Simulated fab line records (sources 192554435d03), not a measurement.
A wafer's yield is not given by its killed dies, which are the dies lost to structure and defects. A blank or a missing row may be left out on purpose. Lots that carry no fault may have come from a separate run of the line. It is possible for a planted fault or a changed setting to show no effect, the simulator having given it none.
fab line records -- flow n5_finfet
record: lots: 6, wafers: 18, last_day: 19
route steps=1938 shown BEOL_M2@861 BEOL_M4@1111 PASSIVATION@1936
lots untouched by any fault: they come from a run of this same line in which no faults occurred
start_h: start of the lot's first displayed wafer, in hours after the record's first day -- wait_h: hours from the lot's prior step to this one -- " same as the row above -- L1.1+2: one row covering several wafers at once -- - either no value or no given start -- * or withheld: withheld -- < > ~ a bound
route shown NAME@n: NAME is a module with steps in the file, n the number in the route of the first one -- usual: mean/standard deviation taken from wafers without a fault -- same: alike in all rows -- chamber/n: place in a boat -- sites: readings site by site -- _std_site: standard deviation of those values -- _edge_site: outer sites' mean less inner sites' -- radius_mm: for every site, how far away it sits from the centre of the wafer -- mask NAME#n: copy n -- behind: the last tool/chamber to shape the wafer -- hold: why the lot was held/for how many hours/how that ended -- device: whichever transistor did not switch (one of n, p or np) -- end of line: the tests these same wafers got at the end of their route -- a step with no rows: only its recipe -- killed: not the wafer's yield, but the dies lost to structure and defects at the first sort -- map: a wafer's dies, x killed, . not, _ none there
set.NAME: setting as actually run; set.NAME@STEP: the setting as run at that earlier step -- model.NAME: the simulator's own value behind a step, which no gauge read
a table for each step, a row for each wafer; lots at some steps of the route
services: a tool's chamber out of use, with start hour (start_h, from the record's first day; less than 0 if before it), hours out, and reason
== steps ==
step: N5_BEOL_M2_STRIP_65
recipe: chemistry: N2/H2, temp_c: 40, n2_flow_sccm: 200, h2_flow_sccm: 200, rf_frequency_hz: 6e+07
step: N5_BEOL_M2_STRIP_75
recipe: chemistry: N2/H2, temp_c: 40, n2_flow_sccm: 200, h2_flow_sccm: 200, rf_frequency_hz: 6e+07
step: N5_BEOL_M2_STRIP_66
recipe: chemistry: CF4, resist: SiARC, power_w: 300, bias_power_w: 75, pressure_mtorr: 50, cf4_flow_sccm: 150, rf_frequency_hz: 6e+07
usual: drypump_motor_current_A: 5.8/0.45, oes_product_au: 0.74/0.07, rf_vpp_V: 271.5/1.7, showerhead_plenum_p_Torr: 1.81/0.063, throttle_valve_pct: 13.69/0.25
lot.wafer,tool,chamber,start_h,wait_h,drypump_motor_current_A,oes_product_au,rf_hours_counter_h,rf_vpp_V,showerhead_plenum_p_Torr,throttle_valve_pct
L522.3,rie_diel-05,3,162.69,0.0,6.1,0.75,156,272.3,1.80,13.71
L522.4,rie_diel-05,0,162.69,0.0,5.6,0.71,201,270.7,1.78,13.97
L522.5,rie_diel-05,3,162.69,0.0,6.1,0.75,-,271.4,1.80,13.70
L524.2,rie_diel-05,3,181.53,0.0,6.1,0.75,163,270.9,1.79,13.72
L524.4,rie_diel-05,0,181.53,0.0,5.6,0.70,208,270.7,1.78,13.98
L524.5,rie_diel-05,3,181.53,0.0,6.1,0.74,-,272.5,1.79,13.71
L527.1,rie_diel-02,3,193.00,0.0,4.9,0.69,219,271.5,1.78,13.75
L527.5,rie_diel-02,0,193.00,0.0,5.8,0.69,-,268.7,1.70,13.63
L527.6,rie_diel-02,1,193.00,0.0,5.8,0.71,-,271.9,1.84,13.80
L535.3,rie_diel-02,2,243.47,0.0,6.4,0.79,90,274.0,1.89,13.52
L535.5,rie_diel-02,0,243.47,0.0,5.8,0.94,-,273.6,1.90,13.08
L535.6,rie_diel-02,3,243.47,0.0,4.9,0.68,-,270.1,1.78,13.81
L540.1,rie_diel-02,1,262.50,0.0,5.8,0.70,230,272.1,1.84,13.86
L540.4,rie_diel-02,3,262.50,0.0,4.9,0.68,245,272.2,1.78,13.83
L540.5,rie_diel-02,1,262.50,0.0,5.8,0.69,-,272.5,1.84,13.87
L539.2,rie_diel-05,1,264.66,0.0,6.5,0.95,3,272.2,1.90,13.32
L539.3,rie_diel-05,2,264.66,0.0,5.5,0.70,231,272.9,1.85,13.60
L539.6,rie_diel-05,2,264.66,0.0,5.5,0.70,-,273.7,1.85,13.61
step: N5_BEOL_M2_HM_OPEN_17
recipe: chemistry: Cl2/BCl3, target_depth_a: 200, overetch_a: 60, target: TiN, mask_material: SOC, ion_energy_ev: 150, pressure_mtorr: 10, icp_w: 1000, bias_w: 126, Cl2_flow_sccm: 53.25, bcl3_flow_sccm: 21.75, Ar_flow_sccm: 25
usual: drypump_motor_current_A: 5.4/0.4, mfc_cl2_sccm: 53.22/0.15, oes_product_au: 0.61/0.052, throttle_valve_pct: 22.27/0.24
lot.wafer,tool,chamber,start_h,wait_h,drypump_motor_current_A,mfc_cl2_sccm,oes_product_au,rf_hours_counter_h,throttle_valve_pct
L522.3,rie_metal-01,0,162.76,0.1,6.1,53.21,0.58,-,21.92
L522.4,rie_metal-01,1,162.76,0.1,5.5,53.02,0.70,-,22.38
L522.5,rie_metal-01,0,162.76,0.1,6.1,53.27,0.57,-,21.91
L524.2,rie_metal-03,1,181.57,0.0,5.1,53.14,0.59,86,22.06
L524.4,rie_metal-03,1,181.57,0.0,5.1,53.20,0.59,-,22.04
L524.5,rie_metal-03,0,181.57,0.0,5.2,53.17,0.59,-,22.52
L527.1,rie_metal-02,1,193.05,0.0,6.1,53.02,0.71,22,22.22
L527.5,rie_metal-02,0,193.05,0.0,5.2,53.40,0.56,-,22.53
L527.6,rie_metal-02,1,193.05,0.0,6.1,53.45,0.71,-,22.25
L535.3,rie_metal-03,0,243.54,0.1,5.2,53.29,0.58,-,22.55
L535.5,rie_metal-03,0,243.54,0.1,5.2,53.33,0.58,-,22.58
L535.6,rie_metal-03,1,243.54,0.1,5.1,53.12,0.58,-,22.04
L540.1,rie_metal-03,1,262.56,0.1,5.1,53.18,0.57,94,22.07
L540.4,rie_metal-03,0,262.56,0.1,5.2,53.13,0.57,-,22.57
L540.5,rie_metal-03,1,262.56,0.1,5.1,53.32,0.57,-,22.07
L539.2,rie_metal-02,1,264.73,0.1,6.1,52.98,0.69,-,22.25
L539.3,rie_metal-02,1,264.73,0.1,6.1,53.16,0.69,-,22.27
L539.6,rie_metal-02,1,264.73,0.1,6.2,53.15,0.68,-,22.27
step: N5_BEOL_M2_STRIP_19
recipe: chemistry: O2, power_w: 400, temp_c: 40, pressure_mtorr: 30, rf_frequency_hz: 6e+07, bias_power_w: 0, overash_fraction: 0.2, o2_flow_sccm: 225
usual: drypump_motor_current_A: 5.8/0.44, oes_product_au: 0.74/0.069, rf_vpp_V: 3.7/0.49, showerhead_plenum_p_Torr: 2.12/0.087, throttle_valve_pct: 16.77/0.23
lot.wafer,tool,chamber,start_h,wait_h,drypump_motor_current_A,oes_product_au,rf_hours_counter_h,rf_vpp_V,showerhead_plenum_p_Torr,throttle_valve_pct
L522.3,rie_diel-05,2,162.84,0.1,5.5,0.73,191,3.6,2.19,16.67
L522.4,rie_diel-05,1,162.84,0.1,6.5,0.67,227,4.0,1.97,16.84
L522.5,rie_diel-05,2,162.84,0.1,5.5,0.74,-,3.3,2.19,16.67
L524.2,rie_diel-04,2,181.68,0.1,6.0,0.74,191,3.8,1.99,16.56
L524.4,rie_diel-04,3,181.68,0.1,5.7,0.69,214,4.2,2.17,17.12
L524.5,rie_diel-04,3,181.68,0.1,5.7,0.69,-,2.7,2.17,17.09
L527.1,rie_diel-04,2,193.19,0.1,6.0,0.74,196,3.5,1.99,16.57
L527.5,rie_diel-04,3,193.19,0.1,5.7,0.69,-,4.2,2.17,17.10
L527.6,rie_diel-04,0,193.19,0.1,5.6,0.79,-,3.3,2.03,16.34
L535.3,rie_diel-02,0,243.72,0.2,5.8,0.95,6,3.4,2.24,16.28
L535.5,rie_diel-02,2,243.72,0.2,6.4,0.80,-,4.1,2.23,16.69
L535.6,rie_diel-02,1,243.72,0.2,5.8,0.71,-,4.2,2.16,16.95
L540.1,rie_diel-02,1,262.68,0.1,5.8,0.69,230,3.0,2.16,16.95
L540.4,rie_diel-02,0,262.68,0.1,5.8,0.94,12,3.5,2.24,16.28
L540.5,rie_diel-02,0,262.68,0.1,5.8,0.94,-,4.6,2.24,16.31
L539.2,rie_diel-05,1,264.90,0.1,6.5,0.98,3,2.0,2.22,16.45
L539.3,rie_diel-05,3,264.90,0.1,6.1,0.72,196,3.0,2.07,16.78
L539.6,rie_diel-05,3,264.90,0.1,6.1,0.72,-,4.8,2.07,16.79
step: N5_BEOL_M2_CD_MEAS_18
recipe: pitch_nm: 36, target_cd_nm: 18
usual: cd_nm: 17.8/0.33
lot.wafer,tool,chamber,start_h,wait_h,cd_nm
L522.3,cd_sem-03,-,162.91,0.1,17.8
L522.4,cd_sem-03,-,162.91,0.1,17.6
L522.5,cd_sem-03,-,162.91,0.1,17.3
L524.2,cd_sem-01,-,181.75,0.1,17.8
L524.4,cd_sem-01,-,181.75,0.1,17.2
L524.5,cd_sem-01,-,181.75,0.1,17.6
L527.1,cd_sem-01,-,193.26,0.0,18.4
L527.5,cd_sem-01,-,193.26,0.0,18.1
L527.6,cd_sem-01,-,193.26,0.0,18.0
L535.3,cd_sem-01,-,243.80,0.1,18.1
L535.5,cd_sem-01,-,243.80,0.1,17.8
L535.6,cd_sem-01,-,243.80,0.1,17.9
L540.1,cd_sem-02,-,262.75,0.0,17.8
L540.4,cd_sem-02,-,262.75,0.0,17.8
L540.5,cd_sem-02,-,262.75,0.0,17.6
L539.2,cd_sem-03,-,264.97,0.1,17.9
L539.3,cd_sem-03,-,264.97,0.1,17.6
L539.6,cd_sem-03,-,264.97,0.1,18.0
step: N5_BEOL_M2_COAT_67
recipe: resist: SOC, temp_c: 250, time_s: 60, spin_rpm: 1500, resist_thk_nm: 60
step: N5_BEOL_M2_COAT_68
recipe: resist: SiARC, temp_c: 220, time_s: 60, spin_rpm: 1500, resist_thk_nm: 12
step: N5_BEOL_M2_COAT_76
recipe: resist: underlayer, temp_c: 205, time_s: 60, spin_rpm: 1500, resist_thk_nm: 5
step: N5_BEOL_M2_COAT_22
recipe: resist: CAR-EUV, spin_rpm: 1500, resist_thk_nm: 30
step: N5_BEOL_M2_EBR_24
recipe: solvent: PGMEA, ebr_width_mm: 1.5
step: N5_BEOL_M2_SOFTBAKE_23
recipe: temp_c: 110, time_s: 60, resist: CAR-EUV
step: N5_BEOL_M2_EXPOSE_25
recipe: mask_id: V1, na: 0.33, source_shape: quasar, sigma_inner: 0.2, sigma_outer: 0.8, polarization: unpolarized, defocus_nm: 5, dose_mj: 63
usual: exposure_dose_mJ_cm2: 62.93/0.12
same: dipole_opening_deg: 30
lot.wafer,tool,chamber,start_h,wait_h,mask,exposure_dose_mJ_cm2
L522.3,euv_scanner-02,0,163.10,-,V1#0,63.07
L522.4,euv_scanner-02,0,163.10,-,V1#0,62.98
L522.5,euv_scanner-02,0,163.10,-,V1#0,62.96
L524.2,euv_scanner-01,0,181.94,-,V1#0,62.85
L524.4,euv_scanner-01,0,181.94,-,V1#0,62.91
L524.5,euv_scanner-01,0,181.94,-,V1#0,62.93
L527.1,euv_scanner-02,0,193.59,-,V1#0,62.92
L527.5,euv_scanner-02,0,193.59,-,V1#0,63.03
L527.6,euv_scanner-02,0,193.59,-,V1#0,63.05
L535.3,euv_scanner-01,0,245.00,-,V1#0,68.31
L535.5,euv_scanner-01,0,245.00,-,V1#0,68.32
L535.6,euv_scanner-01,0,245.00,-,V1#0,68.27
L540.1,euv_scanner-01,0,263.04,-,V1#0,67.18
L540.4,euv_scanner-01,0,263.04,-,V1#0,67.23
L540.5,euv_scanner-01,0,263.04,-,V1#0,67.18
L539.2,euv_scanner-02,0,265.28,-,V1#0,63.01
L539.3,euv_scanner-02,0,265.28,-,V1#0,63.04
L539.6,euv_scanner-02,0,265.28,-,V1#0,62.98
step: N5_BEOL_M2_PEB_26
recipe: peb_temp_c: 100, peb_time_s: 60, resist: CAR-EUV
step: N5_BEOL_M2_DEVELOP_27
recipe: develop_time_s: 30, developer: TMAH, resist: CAR-EUV, rinse_liquid: surfactant_rinse, dry: air_spin, dev_temp_c: 23
step: N5_BEOL_M2_CD_MEAS_28
recipe: target_cd_nm: 26.2, landing_energy_ev: 500, detector: se_inlens, target_cd_y_nm: 24.1, polarity: opening
usual: cd_nm: 26.30/0.24
lot.wafer,tool,chamber,start_h,wait_h,cd_nm
L522.3,cd_sem-03,0,163.23,-,26.21
L522.4,cd_sem-03,0,163.23,-,26.00
L522.5,cd_sem-03,0,163.23,-,26.18
L524.2,cd_sem-01,0,182.07,-,26.18
L524.4,cd_sem-01,0,182.07,-,25.93
L524.5,cd_sem-01,0,182.07,-,26.62
L527.1,cd_sem-01,0,193.74,-,26.42
L527.5,cd_sem-01,0,193.74,-,26.40
L527.6,cd_sem-01,0,193.74,-,26.56
L535.3,cd_sem-02,0,245.13,-,27.90
L535.5,cd_sem-02,0,245.13,-,27.60
L535.6,cd_sem-02,0,245.13,-,27.73
L540.1,cd_sem-03,0,263.19,-,27.50
L540.4,cd_sem-03,0,263.19,-,27.58
L540.5,cd_sem-03,0,263.19,-,27.58
L539.2,cd_sem-01,0,265.42,-,26.03
L539.3,cd_sem-01,0,265.42,-,26.18
L539.6,cd_sem-01,0,265.42,-,26.48
step: N5_BEOL_M2_OVL_MEAS_29
recipe: points_per_wafer: 522
usual: V1_OVL: 0.5/0.75
lot.wafer,tool,chamber,start_h,wait_h,V1_OVL[nm]
L522.3,overlay-02,0,163.27,0.0,0.3
L522.4,overlay-02,0,163.27,0.0,0.8
L522.5,overlay-02,0,163.27,0.0,0.4
L524.2,overlay-02,0,182.11,0.0,0.7
L524.4,overlay-02,0,182.11,0.0,1.4
L524.5,overlay-02,0,182.11,0.0,1.1
L527.1,overlay-02,0,193.77,0.0,-0.4
L527.5,overlay-02,0,193.77,0.0,-0.1
L527.6,overlay-02,0,193.77,0.0,-1.0
L535.3,overlay-02,0,245.17,0.0,0.4
L535.5,overlay-02,0,245.17,0.0,1.8
L535.6,overlay-02,0,245.17,0.0,0.2
L540.1,overlay-02,0,263.22,0.0,-0.1
L540.4,overlay-02,0,263.22,0.0,0.7
L540.5,overlay-02,0,263.22,0.0,0.9
L539.2,overlay-01,0,265.45,0.0,-0.4
L539.3,overlay-01,0,265.45,0.0,-0.3
L539.6,overlay-01,0,265.45,0.0,0.8
step: N5_BEOL_M4_RC_MEAS_101
usual: DIBL_N: 36.6/1.9, DIBL_P: 36.7/2.2, IOFF_N: 0.16/0.035, IOFF_P: 0.22/0.038, ION_N: 672/14, ION_P: 462/8.3, SS_N: 71.6/0.65, SS_P: 73.5/0.72, VT_N: 250/3.5, VT_P: -250/3.1
lot.wafer,tool,chamber,start_h,wait_h,DIBL_N[mV/V],DIBL_P[mV/V],IOFF_N[nA/um],IOFF_P[nA/um],ION_N[uA/um],ION_P[uA/um],SS_N[mV/dec],SS_P[mV/dec],VT_N[mV],VT_P[mV]
L522.3,prober-02,0,208.00,0.3,33.2,32.8,0.11,0.14,642,438,70.5,72.1,260,-257
L522.4,prober-02,0,208.00,0.3,37.0,37.2,0.17,0.20,656,449,71.0,73.1,250,-254
L522.5,prober-02,0,208.00,0.3,34.8,35.1,0.12,0.17,637,447,70.9,73.4,259,-257
L524.2,prober-02,0,226.61,0.2,34.6,34.5,0.13,0.19,665,456,71.6,73.2,252,-251
L524.4,prober-02,0,226.61,0.2,37.6,39.3,0.20,0.27,708,481,72.0,75.1,247,-246
L524.5,prober-02,0,226.61,0.2,34.7,34.1,0.14,0.18,654,457,71.1,73.0,252,-252
L527.1,prober-02,0,249.12,0.0,35.6,36.2,0.14,0.20,654,455,71.2,72.7,252,-253
L527.5,prober-02,0,249.12,0.0,36.5,36.0,0.14,0.19,669,463,71.6,72.9,252,-251
L527.6,prober-02,0,249.12,0.0,35.6,35.9,0.13,0.19,660,450,71.8,73.9,254,-251
L535.3,prober-02,0,293.45,0.3,35.8,37.5,0.17,0.23,675,468,71.0,73.6,252,-250
L535.5,prober-02,0,293.45,0.3,37.8,39.9,0.21,0.29,677,461,72.5,75.2,246,-245
L535.6,prober-02,0,293.45,0.3,37.3,38.7,0.21,0.25,683,468,72.3,74.0,245,-246
L540.1,prober-02,0,319.66,0.0,36.6,36.0,0.16,0.23,682,472,71.7,72.4,248,-246
L540.4,prober-02,0,319.66,0.0,36.7,35.6,0.17,0.23,688,464,71.3,73.1,247,-248
L540.5,prober-02,0,319.66,0.0,37.7,38.1,0.19,0.28,692,478,71.9,73.1,246,-244
L539.2,prober-02,0,326.46,0.2,37.6,36.4,0.17,0.23,691,474,71.6,72.2,250,-249
L539.3,prober-02,0,326.46,0.2,36.2,34.1,0.14,0.19,658,453,71.8,72.1,253,-253
L539.6,prober-02,0,326.46,0.2,39.4,38.0,0.21,0.27,677,462,72.8,73.4,247,-249
step: N5_PASSIVATION_PROBE_49
usual: defect_limited_yield: 91.6/1.4, killed_at_M0_to_M3: 35/10, killed_at_M4_up: 13/4.8, killed_at_contacts: 12/7.2, killed_at_front_end: 36/12, killed_at_other: 4/3.1, killed_dies: 100/17, killed_open: 66/13, killed_short: 32/7.3, sort_bin_5_function: 5.0/0.94, sort_bin_6_memory: 3.1/0.67, sort_bin_8_speed: 0.01/0.047, sort_n_pass: 1080/17, sort_yield_pct: 91.6/1.4
same: gross_dies: 1180, killed_at_back_side: 0, sort_bin_4_leakage[%]: 0
lot.wafer,tool,chamber,start_h,wait_h,defect_limited_yield[%],killed_at_M0_to_M3,killed_at_M4_up,killed_at_contacts,killed_at_front_end,killed_at_other,killed_dies,killed_open,killed_short,sort_bin_5_function[%],sort_bin_6_memory[%],sort_bin_8_speed[%],sort_n_pass,sort_yield_pct[%]
L535.3,prober-01,-,409.24,0.1,93.1,48,10,8,16,0,82,56,26,4.6,2.2,0,1098,93.1
L535.6,prober-01,-,409.39,0.3,92.2,28,12,13,38,1,92,63,28,4.2,3.0,0,1088,92.2
L539.2,prober-02,-,443.75,0.1,92.0,33,7,8,45,1,94,57,36,4.4,3.3,0,1086,92.0
L539.3,prober-02,-,443.80,0.1,92.7,16,14,14,42,0,86,43,41,4.1,3.0,0,1094,92.7
L539.6,prober-02,-,443.95,0.3,89.7,28,14,12,66,1,121,84,35,6.4,3.6,0,1059,89.7
killed by level:class
L535.3 BEOL_M0_SAQP:geometric_particle:short=11 BEOL_M0_SAQP:geometric_particle:open=11 BEOL_M3:geometric_particle:open=10 BEOL_M1:geometric_particle:open=7 MOL_CONTACT_COAG:geometric_particle:open=6 GATE_CUT:geometric_particle:short=5 BEOL_M2:geometric_particle:open=5 BEOL_M4:geometric_particle:open=3
L535.6 STI_FIN_REVEAL:geometric_particle:open=15 MOL_CONTACT_COAG:geometric_particle:open=11 BEOL_M0_SAQP:geometric_particle:open=10 BEOL_M0_SAQP:geometric_particle:short=7 GATE_CUT:geometric_particle:open=3 GATE_CUT:geometric_particle:short=3 BEOL_M3:geometric_particle:open=3 BEOL_M3:geometric_particle:short=3
L539.2 FIN_SAQP:geometric_particle:short=10 BEOL_M1:geometric_particle:open=10 FIN_SAQP:geometric_particle:open=9 BEOL_M0_SAQP:geometric_particle:short=9 STI_FIN_REVEAL:geometric_particle:open=8 MOL_CONTACT_COAG:geometric_particle:open=8 BEOL_M0_SAQP:geometric_particle:open=5 STI_FIN_REVEAL:geometric_particle:short=4
L539.3 FIN_SAQP:geometric_particle:short=12 MOL_CONTACT_COAG:geometric_particle:open=11 GATE_CUT:geometric_particle:short=7 BEOL_M1:geometric_particle:open=6 BEOL_M4:geometric_particle:open=5 BEOL_M4:geometric_particle:short=4 FIN_SAQP:geometric_particle:open=3 MOL_CONTACT_COAG:geometric_particle:short=3
L539.6 FIN_SAQP:geometric_particle:open=20 FIN_SAQP:geometric_particle:short=16 STI_FIN_REVEAL:geometric_particle:open=12 MOL_CONTACT_COAG:geometric_particle:open=9 BEOL_M4:geometric_particle:open=9 BEOL_M1:geometric_particle:open=8 BEOL_M0_SAQP:geometric_particle:open=7 BEOL_M2:geometric_particle:open=6
== services ==
tool,chamber,start_h,hours,kind
rie_diel-04,0,146.11,2.5,repair
euv_scanner-02,-,164.78,1.0,pm
rie_metal-02,-,175.96,1.2,repair
euv_scanner-02,-,176.37,1.6,repair
euv_scanner-02,-,185.36,4.6,pm
rie_metal-01,-,188.71,2.8,pm
euv_scanner-01,-,189.96,1.0,pm
euv_scanner-01,-,196.49,12.0,pm
rie_diel-02,0,205.33,-,clean
rie_diel-02,0,205.33,-,consumable_replace:focus_ring
rie_diel-02,0,205.33,-,consumable_replace:showerhead
rie_diel-02,0,205.33,23.1,scheduled_down
rie_diel-02,0,205.33,23.1,vent_cycle
rie_metal-02,-,206.38,0.5,repair
rie_metal-02,1,218.44,21.5,repair
euv_scanner-02,-,220.93,1.0,pm
rie_diel-05,1,232.24,-,clean
rie_diel-05,1,232.24,-,consumable_replace:focus_ring
rie_diel-05,1,232.24,-,consumable_replace:showerhead
rie_diel-02,1,236.01,1.8,repair
rie_diel-04,-,241.54,0.5,repair
euv_scanner-01,-,243.97,1.0,pm
rie_metal-01,0,246.35,12.9,repair
rie_metal-03,-,255.91,1.1,repair
== key ==
first_sign: step: N5_BEOL_M2_EXPOSE_25, reading: exposure_dose_mJ_cm2, direction: up, sigmas: 41, usual: 62.93, struck: 67.75
effect: step: N5_BEOL_M2_CD_MEAS_28, reading: cd_nm, direction: up, sigmas: 5.6, usual: 26.30, struck: 27.65, through: control_loop
met_at N5_BEOL_M2_EXPOSE_25
struck_wafers L535.3,L535.5,L535.6,L540.1,L540.4,L540.5
loop_trim: step: N5_BEOL_M2_EXPOSE_25, setting: dose, lots: L540
onset_between 181.94 245.00
fault: kind: process_parameter_drift, tool: euv_scanner-01, chamber: -, onset_h: 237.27, steps: N5_BEOL_M2_EXPOSE_25, channel: dose_mj, offset: 5.5063, shape: step, acts_in: these_recipes_only, stated: 63
loop_trim: a control loop set the setting to another value than it would have without faults
